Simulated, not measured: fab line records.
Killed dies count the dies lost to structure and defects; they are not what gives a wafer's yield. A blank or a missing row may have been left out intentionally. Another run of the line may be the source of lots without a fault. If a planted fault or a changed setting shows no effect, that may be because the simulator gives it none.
Matching of chambers || flow n5-finfet || 4 sister chambers for N5_ILD0_CMP_07 on cmp-02
The step polishes SiO2 flowable, stops on poly-Si, t overpolish 1.18 s, target thk 138.88 nm. 4 wafers are shown with their chamber, then 12 later ones without.

WAFERS PAIRED WITH THEIR CHAMBERS
{"wafer": "L085.4", "chamber": 0, "motor-current-A (A)": 12.2}
{"wafer": "L089.2", "chamber": 3, "motor-current-A (A)": 13.5}
{"wafer": "L090.5", "chamber": 2, "motor-current-A (A)": 13.0}
{"wafer": "L090.6", "chamber": 1, "motor-current-A (A)": 11.0}

WAFERS WHOSE CHAMBER IS MISSING
{"wafer": "L091.1", "motor-current-A (A)": 13.6}
{"wafer": "L091.3", "motor-current-A (A)": 12.0}
{"wafer": "L091.6", "motor-current-A (A)": 11.9}
{"wafer": "L094.2", "motor-current-A (A)": 11.9}
{"wafer": "L094.5", "motor-current-A (A)": 11.3}
{"wafer": "L094.6", "motor-current-A (A)": 12.6}
{"wafer": "L095.1", "motor-current-A (A)": 12.8}
{"wafer": "L095.2", "motor-current-A (A)": 11.0}
{"wafer": "L095.4", "motor-current-A (A)": 13.1}
{"wafer": "L097.1", "motor-current-A (A)": 13.3}
{"wafer": "L097.2", "motor-current-A (A)": 12.2}
{"wafer": "L097.6", "motor-current-A (A)": 11.9}

WHICH CHAMBER EACH ONE RAN IN
{"wafer": "L091.1", "from the rows above": 3, "in truth": 3}
{"wafer": "L091.3", "from the rows above": 0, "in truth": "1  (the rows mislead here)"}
{"wafer": "L091.6", "from the rows above": 0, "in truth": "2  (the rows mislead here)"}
{"wafer": "L094.2", "from the rows above": 0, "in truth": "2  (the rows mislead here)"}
{"wafer": "L094.5", "from the rows above": 1, "in truth": 1}
{"wafer": "L094.6", "from the rows above": "can't be placed: 0 or 2", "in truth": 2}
{"wafer": "L095.1", "from the rows above": "can't be placed: 2 or 0", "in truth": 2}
{"wafer": "L095.2", "from the rows above": 1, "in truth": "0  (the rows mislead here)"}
{"wafer": "L095.4", "from the rows above": "can't be placed: 2 or 3", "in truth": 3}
{"wafer": "L097.1", "from the rows above": "can't be placed: 3 or 2", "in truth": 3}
{"wafer": "L097.2", "from the rows above": 0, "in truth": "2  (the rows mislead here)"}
{"wafer": "L097.6", "from the rows above": 0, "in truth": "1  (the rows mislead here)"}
Correct placement for 2 of the 12. Unplaceable from these rows: 4, with the true chamber sitting among the candidates in 4. Number placed wrongly: 6.
How it was worked out, from the rows above alone: a wafer's distance from a chamber is the root of the sum, over the readings, of the square of ((its reading less the chamber's mean) divided by the reading's scatter). If the next closest chamber is less than 2 further off than the closest, the wafer can't be placed; otherwise it belongs to the closest. A chamber's mean is the mean of its shown wafers. The scatter: with one shown wafer a chamber, the root of the mean of the squares of how far each hidden wafer lies from its nearest shown one.
